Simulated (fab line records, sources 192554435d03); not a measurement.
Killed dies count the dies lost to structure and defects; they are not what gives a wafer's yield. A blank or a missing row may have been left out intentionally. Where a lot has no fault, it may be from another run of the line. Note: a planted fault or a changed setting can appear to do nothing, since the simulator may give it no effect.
Split-lot trial :: flow n5_finfet :: 7 lots, 21 wafers read, on a route of 1938 steps

ON THE SPLIT
At N5_BEOL_M0_ETCH_109 (etches SiCN in CH3F/O2, target depth 8 nm, overetch 2.4 nm, time 27.4 s), the setting bias_w was moved away from the recipe's 75 W on 7 of the 21 wafers read, by -6.5% to +17.1%. All remaining wafers had this setting at the recipe value.

Reading taken at the split's own step.

THE READING
rf_vpp_V, in V, at N5_BEOL_M0_ETCH_109 (etches SiCN in CH3F/O2, target depth 8 nm, overetch 2.4 nm, time 27.4 s). Fault-free wafers of this fab line usually give 297.4 V, standard deviation 1.3 V.

wafer: L076.1
tool, chamber at the split: rie_diel-02, 2
bias_w as run, W: 75
against the recipe: recipe
rf_vpp_V, V: 298.0
against lot-mates on the recipe: -

wafer: L076.4
tool, chamber at the split: rie_diel-02, 3
bias_w as run, W: 84.76
against the recipe: +13.0%
rf_vpp_V, V: 321.5
against lot-mates on the recipe: +23.5

wafer: L076.5
tool, chamber at the split: rie_diel-02, 3
bias_w as run, W: 84.76
against the recipe: +13.0%
rf_vpp_V, V: 322.8
against lot-mates on the recipe: +24.8

wafer: L078.2
tool, chamber at the split: rie_diel-02, 2
bias_w as run, W: 87.82
against the recipe: +17.1%
rf_vpp_V, V: 327.3
against lot-mates on the recipe: +29.2

wafer: L078.5
tool, chamber at the split: rie_diel-02, 2
bias_w as run, W: 75
against the recipe: recipe
rf_vpp_V, V: 297.8
against lot-mates on the recipe: -

wafer: L078.6
tool, chamber at the split: rie_diel-02, 1
bias_w as run, W: 75
against the recipe: recipe
rf_vpp_V, V: 298.4
against lot-mates on the recipe: -

wafer: L079.2
tool, chamber at the split: rie_diel-04, 3
bias_w as run, W: 75
against the recipe: recipe
rf_vpp_V, V: 297.1
against lot-mates on the recipe: -

wafer: L079.3
tool, chamber at the split: rie_diel-04, 1
bias_w as run, W: 85.56
against the recipe: +14.1%
rf_vpp_V, V: 320.1
against lot-mates on the recipe: +23.0

wafer: L079.5
tool, chamber at the split: rie_diel-04, 3
bias_w as run, W: 85.56
against the recipe: +14.1%
rf_vpp_V, V: 321.2
against lot-mates on the recipe: +24.1

wafer: L082.2
tool, chamber at the split: rie_diel-04, 2
bias_w as run, W: 75
against the recipe: recipe
rf_vpp_V, V: 298.3
against lot-mates on the recipe: -

wafer: L082.4
tool, chamber at the split: rie_diel-04, 0
bias_w as run, W: 75
against the recipe: recipe
rf_vpp_V, V: 298.3
against lot-mates on the recipe: -

wafer: L082.6
tool, chamber at the split: rie_diel-04, 2
bias_w as run, W: 75
against the recipe: recipe
rf_vpp_V, V: 298.2
against lot-mates on the recipe: -

wafer: L086.1
tool, chamber at the split: rie_diel-01, 3
bias_w as run, W: 70.14
against the recipe: -6.5%
rf_vpp_V, V: 286.1
against lot-mates on the recipe: -11.4

wafer: L086.5
tool, chamber at the split: rie_diel-01, 0
bias_w as run, W: 75
against the recipe: recipe
rf_vpp_V, V: 296.8
against lot-mates on the recipe: -

wafer: L086.6
tool, chamber at the split: rie_diel-01, 1
bias_w as run, W: 75
against the recipe: recipe
rf_vpp_V, V: 298.3
against lot-mates on the recipe: -

wafer: L089.4
tool, chamber at the split: rie_diel-04, 2
bias_w as run, W: 75
against the recipe: recipe
rf_vpp_V, V: 299.3
against lot-mates on the recipe: -

wafer: L089.5
tool, chamber at the split: rie_diel-04, 3
bias_w as run, W: 75
against the recipe: recipe
rf_vpp_V, V: 297.3
against lot-mates on the recipe: -

wafer: L089.6
tool, chamber at the split: rie_diel-04, 0
bias_w as run, W: 71.54
against the recipe: -4.6%
rf_vpp_V, V: 290.4
against lot-mates on the recipe: -7.9

wafer: L094.2
tool, chamber at the split: rie_diel-04, 0
bias_w as run, W: 75
against the recipe: recipe
rf_vpp_V, V: 298.6
against lot-mates on the recipe: -

wafer: L094.3
tool, chamber at the split: rie_diel-04, 1
bias_w as run, W: 75
against the recipe: recipe
rf_vpp_V, V: 295.1
against lot-mates on the recipe: -

wafer: L094.4
tool, chamber at the split: rie_diel-04, 1
bias_w as run, W: 75
against the recipe: recipe
rf_vpp_V, V: 294.8
against lot-mates on the recipe: -

FIT RESULTS
A straight line over all 21 wafers: rf_vpp_V changes by +1.74 V for each +1% of bias_w; r = +0.99; the points scatter about the line by 1.4 V.
The same after taking each lot's own level away (the mean of its wafers on the recipe; 21 wafers): +1.74 V for each +1%; r = +1.00; scatter 1 V.
On that fit, the largest move of bias_w shifts the reading by 30 V.
From 296.17 to 298.30 V: that is the span of the lots' own levels, equal to 1.6 times the standard deviation above.
So the lot-to-lot level changes the slope little: the two slopes agree.
Check: for one of the wafers moved furthest among these (+17.1%), held out of the fit, the line's prediction against its lot-mates is +30 V. Against them it came out at +29.2 V.
Tool readings at the split's step, against how far the setting was moved: rf_vpp_V r = +0.99.

THESE WAFERS: OTHER SPLITS
Before the reading, these wafers also passed through other splits. Each is held against what the fit with the lots' levels taken away leaves over:
other split on the same wafers: N5_MOL_CONTACT_COAG_COAT_77 spin_rpm
wafers away from the commonest value: 3
r with rf_vpp_V (lot level and that fit taken away): -0.13

other split on the same wafers: N5_BEOL_M0_SAQP_ILD_DEP_01 time_s
wafers away from the commonest value: 6
r with rf_vpp_V (lot level and that fit taken away): +0.11

other split on the same wafers: N5_BEOL_M0_SAQP_PECVD_04 time_s
wafers away from the commonest value: 5
r with rf_vpp_V (lot level and that fit taken away): -0.03

other split on the same wafers: N5_BEOL_M0_SAQP_SPACER1_ALD_98 ald_cycles
wafers away from the commonest value: 8
r with rf_vpp_V (lot level and that fit taken away): +0.14

other split on the same wafers: N5_BEOL_M0_SAQP_COAT_105 spin_rpm
wafers away from the commonest value: 9
r with rf_vpp_V (lot level and that fit taken away): +0.09

FILE'S OWN FIT
rf_vpp_V changes by +1.74 V for each +1% of bias_w, r = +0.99.
